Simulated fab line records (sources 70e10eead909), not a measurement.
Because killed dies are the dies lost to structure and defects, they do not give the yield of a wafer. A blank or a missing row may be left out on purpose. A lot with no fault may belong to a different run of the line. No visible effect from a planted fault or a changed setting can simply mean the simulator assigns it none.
A lot that was struck, set against a sound lot	flow nand_harc	42 out of 1159 route steps
Sound: wafers L171.2, L171.3, L171.4. The struck wafers were L183.3, L183.4, L183.6. The cause is named last.
Each step with rows lists, per side, the tool, then ch with its chambers, then its first start. Under that, the readings that differ: sound wafers	struck wafers	difference of the means	sigmas: that difference in standard deviations of wafers without a fault.
alike: same words and numbers on both sides, and readings whose means sit less than 2 such deviations apart. not compared: any withheld reading, any reading some wafer has no value for, any bound like >300 that may hide the same value, and any number with overlapping values for which the record gives no deviation.
The two part at a step that has a row with sigmas, a row that says differs or no value, or rows on one side only. Numbers that don't overlap but have no deviation are shown without sigmas and don't part them. A reading missing from all wafers of one side parts the sides only when that side holds two or more wafers.

first, 1 step without rows for these wafers: NHARC_P_STI_ANNEAL_34 (time 1800 s).
NHARC_P_STI_CMP_21: polishes, t overpolish 20 s, target thk 380.67 nm.
  sound on cmp-04 ch 0,2,3, day 3 05:23; struck on cmp-02 ch 0,2, day 6 14:04
  alike: motor_current_A, overpolish_run_s
then, 7 steps without rows for these wafers: NHARC_P_STI_SRD_35; NHARC_P_STI_ETCH_36 (etches SiO2 in dHF, target depth 38.8 nm); NHARC_P_STI_STRIP_24 (strips Si3N4 in H3PO4); NHARC_P_STI_ETCH_37 (etches SiO2 in dHF, target depth 11 nm); NHARC_P_STI_PRECLEAN_38 (cleans in SC1); NHARC_P_STI_SRD_39; NHARC_P_STI_OXIDE_40 (material SiO2, target thk 10 nm, ox time 1362 s).
NHARC_P_STI_INSPECT_25:
  sound: defect_inspect-02 at day 3 13:50; struck: defect_inspect-01 at day 6 22:30
  alike: raw_defect_count
then, 1 step without rows for these wafers: NHARC_P_GATE_ETCH_69 (etches SiO2 in dHF, target depth 14 nm).
NHARC_P_GATE_PRECLEAN_70: cleans in SC1.
  sound on wet_bench-04 ch 0,2,7, day 3 13:58; struck on wet_bench-03 ch 4,6,7, day 6 22:40
  alike: nh4oh_flow_mL_min, sc1_h2o2_end_mol_l
then, 10 steps without rows for these wafers: NHARC_P_GATE_SRD_01; NHARC_P_GATE_OXIDE_02 (material SiO2, target thk 37.5 nm, ox time 365 s); NHARC_P_GATE_DEHYDRATE_03 (time 120 s); NHARC_P_GATE_HMDS_04 (time 30 s); NHARC_P_GATE_COAT_05; NHARC_P_GATE_SOFTBAKE_06 (time 95 s); NHARC_P_GATE_EBR_07; NHARC_P_GATE_EXPOSE_08 (exposes mask P HV); NHARC_P_GATE_PEB_09 (peb time 85 s); NHARC_P_GATE_DEVELOP_10 (time 70 s).
NHARC_P_GATE_CD_MEAS_11: target cd 1640 nm.
  sound on cd_sem-02 ch 0, day 3 22:05; struck on cd_sem-02 ch 0, day 7 06:47
reading	sound	struck	difference	sigmas
cd_nm (nm)	1642.0 1642.6 1640.9	1636.7 1635.1 1638.9	-4.9	-2
then, 1 step without rows for these wafers: NHARC_P_GATE_HARDBAKE_12 (time 80 s).
NHARC_P_GATE_DESCUM_13: chemistry O2, time 3 s.
  sound on rie_diel-07 ch 0,1,3, day 3 22:14; struck on rie_diel-07 ch 0,3, day 7 07:07
  alike: drypump_motor_current_A, oes_product_au, rf_vpp_V, showerhead_plenum_p_Torr, throttle_valve_pct
  not compared: rf_hours_counter_h
then, 6 steps without rows for these wafers: NHARC_P_GATE_ETCH_14 (etches SiO2 in dHF, target depth 48.8 nm); NHARC_P_GATE_STRIP_15 (strips in SPM, time 780 s); NHARC_P_GATE_PRECLEAN_71 (cleans in SC1); NHARC_P_GATE_SRD_72; NHARC_P_GATE_OXIDE_16 (material SiO2, target thk 3 nm, ox time 392 s); NHARC_P_GATE_CVD_17 (deposits poly-Si, target thk 150 nm, time 900 s).
NHARC_P_GATE_HM_DEP_102: deposits aC, target thk 120 nm.
  sound on acl_dep-03 ch 0, day 4 10:34; struck on acl_dep-01 ch 0, day 7 20:05
  alike: throttle_valve_pct
NHARC_P_GATE_DEP_103: deposits SiON, target thk 30 nm.
  sound on pecvd-04 ch 0,1,2, day 4 11:08; struck on pecvd-03 ch 1,2, day 7 20:35
  alike: heater_power_w
  not compared: since_wet_clean_h
then, 8 steps without rows for these wafers: NHARC_P_GATE_DEHYDRATE_18 (time 120 s); NHARC_P_GATE_HMDS_19 (time 30 s); NHARC_P_GATE_COAT_20 (resist thk 90 nm); NHARC_P_GATE_SOFTBAKE_21 (time 55 s); NHARC_P_GATE_EBR_22; NHARC_P_GATE_EXPOSE_23 (exposes mask P GATE, target cd 120 nm); NHARC_P_GATE_PEB_24 (peb time 65 s); NHARC_P_GATE_DEVELOP_25 (develop time 35 s).
-- record jumps: 14 days between struck wafers' starts before vs after; left off in module P_GATE, resumes in module END, first step shown is number 1158 of the route --
NHARC_END_WLT_00:
  sound: prober-02 at day 18 18:08; struck: prober-02 at day 22 07:46
reading	sound	struck	difference	sigmas
VT_DECK1_BOTTOM	0.873 0.858 0.879	0.904 0.883 0.881	+0.019	+2
VT_DECK1_BOTTOM_INNER	0.874 0.856 0.878	0.899 0.877 0.887	+0.018	+2
VT_DECK1_MEDIAN_NEAR_BOTTOM	0.876 0.861 0.877	0.904 0.880 0.879	+0.016	+2
VT_DECK1_MEDIAN_NEAR_BOTTOM_INNER	0.876 0.860 0.878	0.906 0.884 0.890	+0.022	+3
VT_DECK1_MIDDLE	0.880 0.882 0.880	0.901 0.892 0.895	+0.015	+2
VT_DECK1_MIDDLE_INNER	0.888 0.880 0.883	0.910 0.899 0.898	+0.019	+3
VT_DECK1_TOP	0.901 0.899 0.886	0.912 0.916 0.917	+0.020	+3
VT_DECK1_TOP_INNER	0.887 0.889 0.891	0.916 0.916 0.924	+0.030	+4

== WHERE THEY PART ==
Earliest at NHARC_P_GATE_CD_MEAS_11; latest, in this record, at NHARC_END_WLT_00.

WHY: what had been put in by the simulator
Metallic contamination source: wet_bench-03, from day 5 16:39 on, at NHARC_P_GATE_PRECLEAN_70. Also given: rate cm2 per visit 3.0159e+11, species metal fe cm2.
